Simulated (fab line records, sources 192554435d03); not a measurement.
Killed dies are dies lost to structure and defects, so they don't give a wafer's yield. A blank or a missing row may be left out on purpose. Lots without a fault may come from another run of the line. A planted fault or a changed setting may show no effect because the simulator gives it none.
fab line records | flow n5_finfet
record lots=24 wafers=72 last_day=20
route steps=1938 shown DUMMY_GATE@246 SD_EPI_N@277 SD_EPI_P@305 SD_ACTIVATION@332
lots that met no fault: from a run of the same line without faults
start_h: hours from the record's first day to the start of the lot's first wafer shown | wait_h: hours since the lot's step before | " the same as in the row above | L1.1+2: a row that stands for several wafers | - no value, or no start given | * or withheld: withheld | < > ~ a bound
route shown NAME@n: a module of which the file shows steps, and the number in the route of the first | usual: mean/standard deviation of fault-free wafers | same: alike in all rows | chamber/n: place in a boat | sites: the reading at each site | _std_site: their standard deviation | _edge_site: outer sites' mean less inner sites' | radius_mm: how far each site lies from the wafer's centre | mask NAME#n: copy n | behind: the tool/chamber that last shaped the wafer | hold: why the lot was held/for how many hours/how that ended | device: the transistor (n, p or np) that didn't switch | end of line: the same wafers' tests at the end of the route | a step without rows: its recipe alone | killed: dies lost to structure and defects at the first sort, not the wafer's yield | map: a wafer's dies, x killed, . not, _ none there
set.NAME: the setting as run; set.NAME@STEP: as run at that earlier step | model.NAME: the simulator's own value behind a step, which no gauge read
steps of the route over a sample of lots; a table a step, a row a wafer
services: from which hour (start_h, from the record's first day; less than 0 if before it) a tool's chamber was out of use, for how many hours, and why
## steps
# step N5_DUMMY_GATE_ETCH_32
# recipe chemistry=CF4 target=SiO2 target_depth_a=35 time_s=3.9 ion_energy_ev=350 pressure_mtorr=10 icp_w=800 bias_w=400 cf4_flow_sccm=80
# usual drypump_motor_current_A=5.8/0.36 oes_product_au=1.002/0.016 throttle_valve_pct=21.81/0.19
# columns lot.wafer tool chamber start_h wait_h drypump_motor_current_A oes_product_au rf_hours_counter_h throttle_valve_pct
L074.3 rie_si-05 1 47.90 0.1 5.0 0.969 89 22.12
L074.4 " 1 " " 5.0 0.974 - 22.14
L074.5 " 3 " " 5.5 0.988 - 21.52
L075.2 rie_si-04 3 56.60 0.1 6.2 1.013 143 21.85
L075.4 " 1 " " 6.2 0.996 166 21.79
L075.6 " 2 " " 5.9 0.992 - 22.02
L076.1 rie_si-05 2 59.35 0.1 5.6 1.018 26 22.09
L076.4 " 0 " " 6.1 1.024 0 21.78
L076.6 " 3 " " 5.5 0.980 - 21.50
L077.1 rie_si-04 0 67.84 0.1 6.1 1.013 110 21.99
L077.2 " 3 " " 6.3 1.003 143 21.84
L077.5 " 1 " " 6.2 0.995 - 21.79
L078.1 rie_si-05 1 72.61 0.1 5.0 0.964 89 22.12
L078.3 " 2 " " 5.5 1.029 26 22.07
L078.4 " 0 " " 6.2 1.019 0 21.79
L079.1 rie_si-04 3 76.15 0.1 6.2 1.004 143 21.84
L079.2 " 2 " " 5.9 0.999 69 22.01
L079.6 " 1 " " 6.1 1.002 - 21.79
L080.1 rie_si-05 2 81.97 0.1 5.6 1.009 26 22.09
L080.2 " 3 " " 5.5 0.979 103 21.50
L080.5 " 0 " " 6.1 1.011 - 21.78
L081.1 rie_si-06 3 89.39 0.1 5.6 1.017 98 21.75
L081.3 " 1 " " 5.6 1.003 169 21.56
L081.4 " 2 " " 5.2 0.986 98 21.74
L082.3 rie_si-05 3 94.07 0.1 5.5 0.984 104 21.51
L082.5 " 3 " " 5.5 0.995 - 21.51
L082.6 " 2 " " 5.6 1.023 - 22.09
L083.1 rie_si-06 1 100.40 0.1 5.6 1.019 169 21.55
L083.5 " 0 " " 5.9 0.999 - 21.58
L083.6 " 3 " " 5.6 1.022 - 21.75
L084.3 rie_si-06 1 106.23 0.1 5.6 1.006 169 21.57
L084.5 " 3 " " 5.7 1.021 - 21.73
L084.6 " 2 " " 5.3 0.990 - 21.73
L085.3 rie_si-04 2 117.79 0.1 5.9 0.983 70 22.03
L085.4 " 3 " " 6.2 1.021 144 21.84
L085.6 " 2 " " 5.9 0.991 - 22.01
L086.2 rie_si-04 3 122.04 0.1 6.2 1.009 144 21.84
L086.3 " 1 " " 6.2 1.006 167 21.81
L086.6 " 1 " " 6.2 1.001 - 21.79
L087.3 rie_si-06 3 127.40 0.1 5.7 1.006 99 21.73
L087.4 " 2 " " 5.3 0.989 99 21.72
L087.6 " 3 " " 5.6 1.016 - 21.74
L088.3 rie_si-06 1 130.47 0.1 5.6 1.002 170 21.56
L088.5 " 1 " " 5.6 1.015 - 21.56
L088.6 " 0 " " 5.9 0.984 - 21.58
L089.2 rie_si-05 0 144.96 0.1 6.1 1.012 1 21.79
L089.4 " 3 " " 5.5 0.981 104 21.50
L089.5 " 0 " " 6.2 1.025 - 21.80
L090.2 rie_si-04 1 148.07 0.1 6.2 0.999 168 21.81
L090.4 " 0 " " 6.1 1.016 111 22.01
L090.5 " 3 " " 6.2 1.012 - 21.85
L091.1 rie_si-06 1 161.77 0.1 5.5 1.007 170 21.56
L091.3 " 3 " " 5.7 1.010 99 21.73
L091.4 " 0 " " 5.9 0.986 163 21.58
L092.2 rie_si-06 2 162.94 0.1 5.3 0.996 99 21.72
L092.3 " 3 " " 5.6 1.027 99 21.75
L092.4 " 1 " " 5.6 1.020 170 21.57
L093.3 rie_si-04 1 175.90 0.1 6.1 1.002 168 21.80
L093.5 " 0 " " 6.1 1.022 - 21.99
L093.6 " 2 " " 5.9 0.990 - 22.03
L095.1 rie_si-04 3 184.14 0.1 6.2 1.015 145 21.85
L095.4 " 2 " " 5.9 1.008 71 22.04
L095.6 " 1 " " 6.1 1.001 - 21.79
L094.1 rie_si-06 3 187.28 0.1 5.6 1.017 100 21.73
L094.2 " 2 " " 5.3 0.979 100 21.73
L094.6 " 1 " " 5.5 1.021 - 21.55
L097.1 rie_si-06 3 187.78 0.1 5.7 1.014 100 21.74
L097.2 " 2 " " 5.2 0.991 100 21.73
L097.6 " 2 " " 5.3 0.988 - 21.72
L096.1 rie_si-04 0 188.34 0.1 6.1 1.007 112 21.99
L096.3 " 2 " " 5.9 0.994 71 22.03
L096.6 " 3 " " 6.2 1.009 - 21.86
# step N5_SD_EPI_N_ETCHBACK_44
# recipe chemistry=CH3F/O2 mode=anisotropic_etchback target=SiNx target_depth_a=145 stop_on=SiO2 over_etch_frac=0.3 ion_energy_ev=120 pressure_mtorr=30 source_w=395 bias_w=73 Ar_flow_sccm=150 CH3F_flow_sccm=30 O2_flow_sccm=20
# usual drypump_motor_current_A=5.7/0.44 oes_product_au=0.65/0.053 rf_vpp_V=298.9/2.5 showerhead_plenum_p_Torr=2.02/0.037 throttle_valve_pct=16.34/0.16
# columns lot.wafer tool chamber start_h wait_h drypump_motor_current_A oes_product_au rf_hours_counter_h rf_vpp_V showerhead_plenum_p_Torr throttle_valve_pct
L074.3 rie_diel-05 2 49.97 0.0 5.7 0.64 157 298.4 2.01 16.17
L074.4 " 2 " " 5.7 0.65 - 296.0 2.01 16.18
L074.5 " 3 " " 5.5 0.67 - 299.0 2.09 16.24
L075.2 rie_diel-05 2 58.94 0.0 5.7 0.64 160 297.6 2.01 16.18
L075.4 " 3 " " 5.5 0.66 131 297.5 2.09 16.25
L075.6 " 2 " " 5.7 0.64 - 298.2 2.01 16.17
L076.1 rie_diel-04 0 61.24 0.0 6.0 0.60 188 297.0 1.99 16.22
L076.4 " 2 " " 6.3 0.66 150 298.9 2.00 16.29
L076.6 " 0 " " 6.0 0.61 - 297.8 1.99 16.21
L077.1 rie_diel-02 3 70.90 0.0 5.8 0.62 195 301.8 2.06 16.44
L077.2 " 1 " " 5.6 0.66 140 301.5 2.01 16.41
L077.5 " 1 " " 5.7 0.65 - 301.4 2.01 16.42
L078.1 rie_diel-05 3 74.70 0.0 5.5 0.66 137 297.2 2.09 16.25
L078.3 " 1 " " 6.3 0.80 7 299.2 1.96 15.98
L078.4 " 0 " " 6.1 0.67 97 296.0 2.02 16.31
L079.1 rie_diel-04 2 78.29 0.0 6.2 0.65 156 297.3 2.00 16.31
L079.2 " 3 " " 5.3 0.60 188 292.3 2.08 16.49
L079.6 " 1 " " 5.3 0.61 - 301.0 2.07 16.31
L080.1 rie_diel-02 0 83.91 0.0 6.2 0.76 31 299.1 2.04 16.15
L080.2 " 2 " " 4.9 0.65 132 301.5 2.01 16.52
L080.5 " 1 " " 5.7 0.65 - 301.3 2.01 16.43
L081.1 rie_diel-04 2 91.45 0.0 6.2 0.65 158 299.4 1.99 16.31
L081.3 " 3 " " 5.3 0.60 190 291.4 2.08 16.51
L081.4 " 1 " " 5.3 0.61 186 301.9 2.07 16.32
L082.3 rie_diel-02 0 97.39 0.0 6.2 0.76 33 300.1 2.04 16.18
L082.5 " 3 " " 5.8 0.62 - 303.3 2.06 16.45
L082.6 " 0 " " 6.2 0.76 - 300.7 2.03 16.17
L083.1 rie_diel-05 1 102.89 0.0 6.3 0.77 17 300.1 1.96 15.99
L083.5 " 0 " " 6.1 0.66 - 297.5 2.02 16.33
L083.6 " 1 " " 6.3 0.76 - 298.2 1.96 15.99
L084.3 rie_diel-02 1 108.80 0.0 5.7 0.64 151 302.7 2.01 16.43
L084.5 " 1 " " 5.7 0.65 - 301.5 2.01 16.43
L084.6 " 2 " " 4.9 0.65 - 301.0 2.01 16.53
L085.3 rie_diel-02 1 120.13 0.0 5.7 0.65 154 300.3 2.01 16.45
L085.4 " 2 " " 4.9 0.64 141 301.1 2.01 16.55
L085.6 " 1 " " 5.7 0.63 - 301.0 2.01 16.45
L086.2 rie_diel-02 3 126.46 0.0 5.8 0.61 210 302.1 2.06 16.47
L086.3 " 0 " " 6.2 0.75 42 299.9 2.03 16.19
L086.6 " 3 " " 5.9 0.61 - 301.1 2.06 16.48
L087.3 rie_diel-02 1 129.64 0.0 5.7 0.64 156 300.8 2.01 16.45
L087.4 " 0 " " 6.2 0.75 43 301.4 2.03 16.17
L087.6 " 3 " " 5.8 0.61 - 300.3 2.06 16.49
L088.3 rie_diel-05 2 143.83 0.0 5.7 0.63 184 296.6 2.00 16.24
L088.5 " 2 " " 5.7 0.63 - 296.4 2.00 16.23
L088.6 " 3 " " 5.4 0.64 - 297.5 2.08 16.29
L089.2 rie_diel-02 3 148.52 0.0 5.8 0.61 214 299.4 2.06 16.48
L089.4 " 2 " " 4.9 0.65 147 300.4 2.00 16.55
L089.5 " 1 " " 5.7 0.64 - 301.5 2.00 16.46
L090.2 rie_diel-05 2 150.61 0.0 5.7 0.63 187 294.7 2.00 16.22
L090.4 " 3 " " 5.5 0.65 157 298.2 2.08 16.30
L090.5 " 2 " " 5.7 0.63 - 296.5 2.00 16.23
L091.1 rie_diel-02 2 164.33 0.0 4.9 0.64 154 302.3 2.00 16.58
L091.3 " 3 " " 5.8 0.61 220 302.2 2.06 16.49
L091.4 " 0 " " 6.2 0.73 52 299.5 2.03 16.21
L092.2 rie_diel-05 2 165.23 0.0 5.7 0.62 193 298.1 1.99 16.25
L092.3 " 0 " " 6.2 0.64 124 296.2 2.01 16.40
L092.4 " 1 " " 6.3 0.74 35 298.9 1.96 16.03
L093.3 rie_diel-05 1 177.96 0.0 6.3 0.73 40 299.4 1.95 16.05
L093.5 " 1 " " 6.3 0.74 - 299.1 1.95 16.03
L093.6 " 2 " " 5.7 0.62 - 297.8 1.99 16.25
L095.1 rie_diel-04 2 186.81 0.0 6.3 0.63 185 297.8 1.98 16.36
L095.4 " 0 " " 6.0 0.58 226 298.6 1.97 16.28
L095.6 " 0 " " 6.0 0.58 - 296.5 1.97 16.28
L094.1 rie_diel-02 0 189.86 0.0 6.2 0.72 63 299.7 2.03 16.23
L094.2 " 3 " " 5.8 0.60 229 301.9 2.05 16.51
L094.6 " 3 " " 5.8 0.60 - 300.5 2.05 16.52
L097.1 rie_diel-04 0 190.56 0.0 6.0 0.58 228 297.8 1.97 16.29
L097.2 " 3 " " 5.4 0.59 220 293.0 2.07 16.56
L097.6 " 0 " " 6.0 0.58 - 296.3 1.97 16.28
L096.1 rie_diel-04 0 192.11 0.0 6.0 0.58 229 296.0 1.97 16.28
L096.3 " 2 " " 6.2 0.63 187 297.8 1.99 16.35
L096.6 " 3 " " 5.3 0.59 - 292.7 2.07 16.56
# step N5_SD_EPI_N_ETCH_16
# recipe chemistry=CHF3/O2 target=SiO2 target_depth_a=50 mask_material=SOC pressure_mtorr=30 source_w=650 bias_w=170 Ar_flow_sccm=200 CHF3_flow_sccm=50 O2_flow_sccm=5 ion_energy_ev=200
# usual drypump_motor_current_A=5.7/0.44 oes_product_au=0.76/0.064 rf_vpp_V=527/4.3 showerhead_plenum_p_Torr=2.44/0.044 throttle_valve_pct=18.88/0.16
# columns lot.wafer tool chamber start_h wait_h drypump_motor_current_A oes_product_au rf_hours_counter_h rf_vpp_V showerhead_plenum_p_Torr throttle_valve_pct
L074.3 rie_diel-05 2 50.17 0.1 5.7 0.76 157 524 2.41 18.69
L074.4 " 2 " " 5.7 0.76 - 522 2.41 18.69
L074.5 " 3 " " 5.5 0.79 - 524 2.52 18.77
L075.2 rie_diel-05 2 59.14 0.1 5.7 0.75 160 523 2.41 18.70
L075.4 " 3 " " 5.5 0.78 131 527 2.52 18.78
L075.6 " 2 " " 5.7 0.75 - 523 2.41 18.67
L076.1 rie_diel-04 0 61.44 0.1 6.0 0.71 188 524 2.39 18.74
L076.4 " 2 " " 6.3 0.77 150 527 2.41 18.81
L076.6 " 0 " " 6.0 0.70 - 526 2.39 18.73
L077.1 rie_diel-02 3 71.10 0.1 5.8 0.72 195 532 2.48 19.00
L077.2 " 1 " " 5.7 0.77 140 533 2.43 19.00
L077.5 " 1 " " 5.7 0.77 - 532 2.43 18.98
L078.1 rie_diel-05 3 74.90 0.1 5.5 0.76 137 525 2.51 18.78
L078.3 " 1 " " 6.3 0.94 7 529 2.37 18.53
L078.4 " 0 " " 6.1 0.79 97 522 2.43 18.88
L079.1 rie_diel-04 2 78.49 0.1 6.2 0.76 156 527 2.40 18.82
L079.2 " 3 " " 5.4 0.70 188 517 2.50 19.04
L079.6 " 1 " " 5.4 0.72 - 530 2.50 18.85
L080.1 rie_diel-02 0 84.11 0.1 6.2 0.90 31 527 2.45 18.73
L080.2 " 2 " " 4.9 0.77 132 531 2.42 19.08
L080.5 " 1 " " 5.7 0.76 - 531 2.42 18.99
L081.1 rie_diel-04 2 91.65 0.1 6.2 0.76 158 527 2.40 18.82
L081.3 " 3 " " 5.3 0.70 190 516 2.50 19.05
L081.4 " 1 " " 5.3 0.72 186 530 2.50 18.86
L082.3 rie_diel-02 0 97.59 0.1 6.2 0.90 33 530 2.45 18.72
L082.5 " 3 " " 5.8 0.71 - 531 2.48 19.00
L082.6 " 0 " " 6.2 0.89 - 529 2.45 18.73
L083.1 rie_diel-05 1 103.09 0.1 6.3 0.90 17 529 2.36 18.55
L083.5 " 0 " " 6.1 0.77 - 522 2.43 18.88
L083.6 " 1 " " 6.3 0.90 - 528 2.36 18.55
L084.3 rie_diel-02 1 109.00 0.1 5.7 0.76 151 532 2.42 19.01
L084.5 " 1 " " 5.7 0.76 - 532 2.42 19.02
L084.6 " 2 " " 4.9 0.76 - 530 2.42 19.09
L085.3 rie_diel-02 1 120.33 0.1 5.7 0.75 154 532 2.42 19.02
L085.4 " 2 " " 4.9 0.76 141 530 2.42 19.10
L085.6 " 1 " " 5.7 0.76 - 531 2.42 19.03
L086.2 rie_diel-02 3 126.66 0.1 5.8 0.71 210 530 2.48 19.01
L086.3 " 0 " " 6.2 0.88 42 529 2.44 18.74
L086.6 " 3 " " 5.8 0.72 - 530 2.48 19.03
L087.3 rie_diel-02 1 129.84 0.1 5.7 0.74 156 532 2.42 19.02
L087.4 " 0 " " 6.2 0.88 43 529 2.44 18.74
L087.6 " 3 " " 5.8 0.72 - 532 2.48 19.01
L088.3 rie_diel-05 2 144.03 0.1 5.7 0.72 184 524 2.40 18.74
L088.5 " 2 " " 5.7 0.73 - 523 2.40 18.74
L088.6 " 3 " " 5.4 0.75 - 525 2.51 18.81
L089.2 rie_diel-02 3 148.72 0.1 5.8 0.70 214 533 2.48 19.02
L089.4 " 2 " " 4.9 0.76 147 530 2.41 19.11
L089.5 " 1 " " 5.7 0.75 - 531 2.42 19.03
L090.2 rie_diel-05 2 150.81 0.1 5.7 0.73 187 524 2.40 18.73
L090.4 " 3 " " 5.4 0.74 157 525 2.51 18.82
L090.5 " 2 " " 5.7 0.73 - 524 2.40 18.73
L091.1 rie_diel-02 2 164.53 0.1 4.9 0.75 154 530 2.41 19.13
L091.3 " 3 " " 5.8 0.70 220 532 2.48 19.03
L091.4 " 0 " " 6.2 0.86 52 528 2.44 18.75
L092.2 rie_diel-05 2 165.43 0.1 5.7 0.72 193 523 2.40 18.75
L092.3 " 0 " " 6.1 0.76 124 523 2.42 18.91
L092.4 " 1 " " 6.3 0.87 35 529 2.36 18.58
L093.3 rie_diel-05 1 178.16 0.1 6.3 0.86 40 530 2.36 18.57
L093.5 " 1 " " 6.3 0.86 - 528 2.36 18.60
L093.6 " 2 " " 5.7 0.73 - 524 2.40 18.74
L095.1 rie_diel-04 2 187.01 0.1 6.2 0.74 185 526 2.39 18.87
L095.4 " 0 " " 6.0 0.68 226 525 2.38 18.79
L095.6 " 0 " " 6.0 0.68 - 524 2.38 18.79
L094.1 rie_diel-02 0 190.06 0.1 6.2 0.85 63 529 2.44 18.77
L094.2 " 3 " " 5.8 0.71 229 532 2.47 19.06
L094.6 " 3 " " 5.9 0.70 - 530 2.47 19.05
L097.1 rie_diel-04 0 190.76 0.1 6.0 0.68 228 526 2.38 18.80
L097.2 " 3 " " 5.4 0.67 220 517 2.49 19.09
L097.6 " 0 " " 6.0 0.67 - 524 2.38 18.81
L096.1 rie_diel-04 0 192.31 0.1 6.0 0.69 229 524 2.38 18.82
L096.3 " 2 " " 6.2 0.75 187 525 2.39 18.87
L096.6 " 3 " " 5.3 0.67 - 515 2.49 19.10
# step N5_SD_EPI_N_STRIP_38
# recipe chemistry=N2/H2 power_w=1000 temp_c=250 h2_frac=0.65 overash_fraction=0.3 pressure_mtorr=withheld n2_flow_sccm=1750 h2_flow_sccm=3250
# usual drypump_motor_current_A=5.24/0.2 h2_flow_sccm=3250/12 heater_power_w=344/20 oes_product_au=0.761/0.011
# columns lot.wafer tool chamber start_h wait_h drypump_motor_current_A h2_flow_sccm heater_power_w oes_product_au rf_hours_counter_h
L074.3 plasma_asher-01 1 50.36 0.1 4.89 3268 300 0.764 -
L074.4 " 0 " " 5.39 3245 353 0.759 -
L074.5 " 0 " " 5.38 3241 349 0.748 -
L075.2 plasma_asher-01 0 59.30 0.1 5.35 3238 346 0.750 84
L075.4 " 1 " " 4.92 3245 305 0.743 -
L075.6 " 0 " " 5.36 3241 349 0.751 -
L076.1 plasma_asher-02 0 61.62 0.1 5.36 3260 341 0.766 33
L076.4 " 0 " " 5.40 3232 349 0.762 -
L076.6 " 0 " " 5.36 3239 356 0.752 -
L077.1 plasma_asher-02 1 71.26 0.1 5.30 3257 359 0.765 36
L077.2 " 0 " " 5.41 3255 350 0.772 36
L077.5 " 0 " " 5.38 3248 350 0.761 -
L078.1 plasma_asher-01 0 75.07 0.1 5.39 3246 356 0.745 87
L078.3 " 1 " " 4.89 3266 309 0.769 -
L078.4 " 0 " " 5.38 3247 349 0.770 -
L079.1 plasma_asher-01 0 78.66 0.1 5.33 3269 344 0.748 88
L079.2 " 1 " " 4.87 3266 309 0.763 88
L079.6 " 1 " " 4.86 3272 309 0.759 -
L080.1 plasma_asher-02 1 84.28 0.1 5.34 3257 364 0.762 38
L080.2 " 0 " " 5.37 3253 350 0.760 38
L080.5 " 0 " " 5.37 3256 352 0.757 -
L081.1 plasma_asher-01 1 91.81 0.1 4.90 3253 312 0.770 91
L081.3 " 0 " " 5.37 3243 357 0.774 -
L081.4 " 1 " " 4.90 3253 310 0.760 -
L082.3 plasma_asher-01 0 97.78 0.1 5.37 3256 348 0.758 -
L082.5 " 1 " " 4.86 3265 312 0.770 -
L082.6 " 0 " " 5.36 3251 341 0.744 -
L083.1 plasma_asher-02 1 103.26 0.1 5.32 3250 366 0.753 42
L083.5 " 0 " " 5.36 3267 345 0.759 -
L083.6 " 1 " " 5.34 3252 357 0.760 -
L084.3 plasma_asher-01 0 109.19 0.1 5.39 3240 354 0.764 -
L084.5 " 0 " " 5.37 3264 337 0.779 -
L084.6 " 1 " " 4.90 3237 313 0.759 -
L085.3 plasma_asher-02 1 120.51 0.1 5.30 3234 367 0.747 -
L085.4 " 0 " " 5.43 3263 357 0.763 -
L085.6 " 0 " " 5.39 3260 360 0.764 -
L086.2 plasma_asher-01 1 126.83 0.1 4.94 3266 310 0.761 96
L086.3 " 0 " " 5.31 3223 342 0.771 -
L086.6 " 0 " " 5.37 3217 349 0.754 -
L087.3 plasma_asher-02 0 130.03 0.1 5.40 3252 354 0.763 -
L087.4 " 1 " " 5.30 3242 354 0.753 -
L087.6 " 1 " " 5.31 3242 360 0.771 -
L088.3 plasma_asher-01 1 144.22 0.1 4.89 3260 315 0.772 -
L088.5 " 1 " " 4.88 3240 314 0.754 -
L088.6 " 0 " " 5.31 3246 345 0.741 -
L089.2 plasma_asher-02 1 148.88 0.1 5.33 3230 375 0.754 49
L089.4 " 0 " " 5.37 3232 356 0.767 -
L089.5 " 1 " " 5.32 3215 366 0.760 -
L090.2 plasma_asher-01 0 150.97 0.1 5.38 3247 344 0.770 99
L090.4 " 1 " " 4.92 3260 319 0.763 -
L090.5 " 1 " " 4.89 3246 306 0.775 -
L091.1 plasma_asher-02 0 164.69 0.1 5.40 3263 356 0.759 51
L091.3 " 1 " " 5.34 3247 363 0.752 -
L091.4 " 0 " " 5.42 3255 358 0.759 -
L092.2 plasma_asher-02 0 165.60 0.1 5.39 3240 353 0.751 51
L092.3 " 1 " " 5.28 3249 364 0.750 -
L092.4 " 0 " " 5.40 3257 353 0.766 -
L093.3 plasma_asher-02 1 178.34 0.1 5.32 3247 367 0.754 -
L093.5 " 1 " " 5.31 3235 369 0.768 -
L093.6 " 0 " " 5.40 3241 345 0.771 -
L095.1 plasma_asher-02 1 187.18 0.1 5.32 3265 370 0.755 56
L095.4 " 1 " " 5.31 3251 365 0.765 -
L095.6 " 0 " " 5.38 3248 348 0.754 -
L094.1 plasma_asher-01 0 190.23 0.1 5.37 3255 343 0.749 107
L094.2 " 1 " " 4.87 3225 318 0.774 107
L094.6 " 0 " " 5.38 3251 346 0.756 -
L097.1 plasma_asher-02 0 190.93 0.1 5.42 3252 357 0.759 57
L097.2 " 1 " " 5.31 3254 366 0.769 57
L097.6 " 0 " " 5.40 3245 353 0.769 -
L096.1 plasma_asher-01 1 192.62 0.1 4.91 3253 312 0.755 108
L096.3 " 1 " " 4.90 3240 316 0.767 -
L096.6 " 0 " " 5.36 3245 339 0.767 -
# step N5_SD_EPI_P_INSPECT_11
# recipe mode=adi inspect_instrument=macro
# usual raw_defect_count=2.2/1.6
# columns lot.wafer tool chamber start_h wait_h raw_defect_count
L074.3 defect_inspect-01 - 54.70 0.0 6
L074.4 " - " " 6
L074.5 " - " " 1
L075.2 defect_inspect-02 - 62.79 0.0 2
L075.4 " - " " 1
L075.6 " - " " 2
L076.1 defect_inspect-02 - 65.50 0.0 5
L076.4 " - " " 6
L076.6 " - " " 0
L077.1 defect_inspect-02 - 74.80 0.0 0
L077.2 " - " " 2
L077.5 " - " " 0
L078.1 defect_inspect-02 - 78.95 0.0 1
L078.3 " - " " 4
L078.4 " - " " 1
L079.1 defect_inspect-02 - 83.05 0.0 4
L079.2 " - " " 2
L079.6 " - " " 2
L080.1 defect_inspect-02 - 87.94 0.0 4
L080.2 " - " " 5
L080.5 " - " " 2
L081.1 defect_inspect-01 - 95.76 0.0 1
L081.3 " - " " 1
L081.4 " - " " 1
L082.3 defect_inspect-01 - 102.01 0.0 2
L082.5 " - " " 2
L082.6 " - " " 1
L083.1 defect_inspect-01 - 107.62 0.0 3
L083.5 " - " " 1
L083.6 " - " " 2
L084.3 defect_inspect-02 - 113.40 0.0 1
L084.5 " - " " 0
L084.6 " - " " 4
L085.3 defect_inspect-01 - 124.92 0.0 2
L085.4 " - " " 4
L085.6 " - " " 2
L086.2 defect_inspect-01 - 142.66 0.0 2
L086.3 " - " " 2
L086.6 " - " " 2
L087.3 defect_inspect-01 - 142.94 0.0 1
L087.4 " - " " 2
L087.6 " - " " 0
L088.3 defect_inspect-02 - 149.56 0.0 3
L088.5 " - " " 2
L088.6 " - " " 3
L089.2 defect_inspect-01 - 155.58 0.0 3
L089.4 " - " " 0
L089.5 " - " " 0
L090.2 defect_inspect-01 - 156.44 0.0 5
L090.4 " - " " 2
L090.5 " - " " 1
L091.1 defect_inspect-01 - 169.05 0.0 2
L091.3 " - " " 2
L091.4 " - " " 4
L092.2 defect_inspect-02 - 169.96 0.0 6
L092.3 " - " " 4
L092.4 " - " " 0
L093.3 defect_inspect-01 - 182.85 0.0 1
L093.5 " - " " 4
L093.6 " - " " 2
L095.1 defect_inspect-02 - 190.74 0.0 6
L095.4 " - " " 2
L095.6 " - " " 0
L097.1 defect_inspect-01 - 194.55 0.0 6
L097.2 " - " " 0
L097.6 " - " " 2
L094.1 defect_inspect-01 - 194.71 0.0 3
L094.2 " - " " 2
L094.6 " - " " 2
L096.1 defect_inspect-01 - 197.08 0.0 3
L096.3 " - " " 2
L096.6 " - " " 5
# step N5_SD_ACTIVATION_RS_MEAS_03
# recipe thk_meas_gauge=four-point-probe
# usual RS_SD_N=21.91/0.26 RS_SD_P=56.2/0.81
# columns lot.wafer tool chamber start_h wait_h RS_SD_N[ohm/sq] RS_SD_P[ohm/sq]
L074.3 film_metro-02 - 58.93 0.2 22.32 55.4
L074.4 " - " " 22.51 56.1
L074.5 " - " " 22.53 55.3
L075.2 film_metro-01 - 67.02 0.2 21.70 56.8
L075.4 " - " " 21.68 56.7
L075.6 " - " " 21.78 56.7
L076.1 film_metro-01 - 69.70 0.2 21.54 56.4
L076.4 " - " " 21.38 56.4
L076.6 " - " " 21.89 57.5
L077.1 film_metro-02 - 79.86 0.2 21.37 55.8
L077.2 " - " " 21.86 56.4
L077.5 " - " " 21.50 56.6
L078.1 film_metro-02 - 83.14 0.2 21.81 56.6
L078.3 " - " " 21.88 55.7
L078.4 " - " " 21.56 56.1
L079.1 film_metro-02 - 87.36 0.2 21.76 56.2
L079.2 " - " " 21.98 56.4
L079.6 " - " " 21.79 56.4
L080.1 film_metro-02 - 92.12 0.2 21.98 55.3
L080.2 " - " " 21.26 55.1
L080.5 " - " " 21.52 55.1
L081.1 film_metro-02 - 100.06 0.2 22.31 56.2
L081.3 " - " " 22.24 57.4
L081.4 " - " " 22.24 56.9
L082.3 film_metro-01 - 106.23 0.2 21.82 55.9
L082.5 " - " " 21.76 55.6
L082.6 " - " " 21.87 57.0
L083.1 film_metro-02 - 111.83 0.2 21.79 57.1
L083.5 " - " " 21.78 56.1
L083.6 " - " " 21.62 56.5
L084.3 film_metro-01 - 117.90 0.2 21.92 57.5
L084.5 " - " " 22.12 56.2
L084.6 " - " " 21.55 56.4
L085.3 film_metro-02 - 129.47 0.2 22.20 56.9
L085.4 " - " " 22.18 56.0
L085.6 " - " " 21.90 56.3
L086.2 film_metro-01 - 146.86 0.2 22.17 58.9
L086.3 " - " " 22.20 57.9
L086.6 " - " " 21.88 57.6
L087.3 film_metro-02 - 148.69 0.2 22.07 54.4
L087.4 " - " " 22.21 55.2
L087.6 " - " " 21.82 55.1
L088.3 film_metro-02 - 153.79 0.2 22.19 56.4
L088.5 " - " " 21.83 56.2
L088.6 " - " " 21.95 56.2
L089.2 film_metro-02 - 159.92 0.2 22.16 57.0
L089.4 " - " " 21.81 55.8
L089.5 " - " " 22.00 56.7
L090.2 film_metro-01 - 161.69 0.2 22.43 55.9
L090.4 " - " " 22.23 56.6
L090.5 " - " " 21.83 55.9
L091.1 film_metro-01 - 173.47 0.2 22.01 57.0
L091.3 " - " " 21.77 56.9
L091.4 " - " " 21.59 56.6
L092.2 film_metro-02 - 175.00 0.2 21.75 55.8
L092.3 " - " " 22.23 56.0
L092.4 " - " " 21.67 56.5
L093.3 film_metro-01 - 187.07 0.2 21.87 54.4
L093.5 " - " " 22.02 54.2
L093.6 " - " " 21.91 54.8
L095.1 film_metro-02 - 194.92 0.2 22.01 56.8
L095.4 " - " " 22.10 56.5
L095.6 " - " " 22.13 56.7
L097.1 film_metro-02 - 198.81 0.2 21.94 56.2
L097.2 " - " " 22.15 56.6
L097.6 " - " " 21.79 56.5
L094.1 film_metro-01 - 200.03 0.2 21.92 57.2
L094.2 " - " " 21.84 57.0
L094.6 " - " " 22.06 56.3
L096.1 film_metro-02 - 202.03 0.2 22.06 55.4
L096.3 " - " " 22.02 55.2
L096.6 " - " " 22.20 55.6
## services
# columns tool chamber start_h hours kind
rie_si-05 1 27.09 6.5 repair
rie_diel-05 1 30.81 - clean
rie_diel-05 1 30.81 - consumable_replace:focus_ring
rie_diel-05 1 30.81 23.1 scheduled_down
rie_diel-05 1 30.81 23.1 vent_cycle
rie_si-05 0 38.33 - clean
rie_si-05 0 38.33 16.3 scheduled_down
rie_si-05 0 38.33 16.3 vent_cycle
plasma_asher-01 - 45.23 0.5 repair
rie_si-06 1 67.40 4.3 repair
rie_si-06 3 70.12 6.7 repair
rie_diel-02 - 71.96 1.9 repair
rie_diel-02 - 91.19 4.7 repair
rie_si-05 - 104.94 1.8 repair
rie_si-06 - 109.83 2.8 pm
plasma_asher-01 - 117.74 3.1 repair
rie_diel-04 1 137.43 26.9 repair
rie_diel-04 - 140.31 15.6 pm
plasma_asher-02 - 150.58 0.7 repair
rie_si-05 2 152.34 3.8 repair
rie_si-04 3 168.94 7.1 repair
rie_diel-02 - 187.57 0.5 repair
## key
fault none
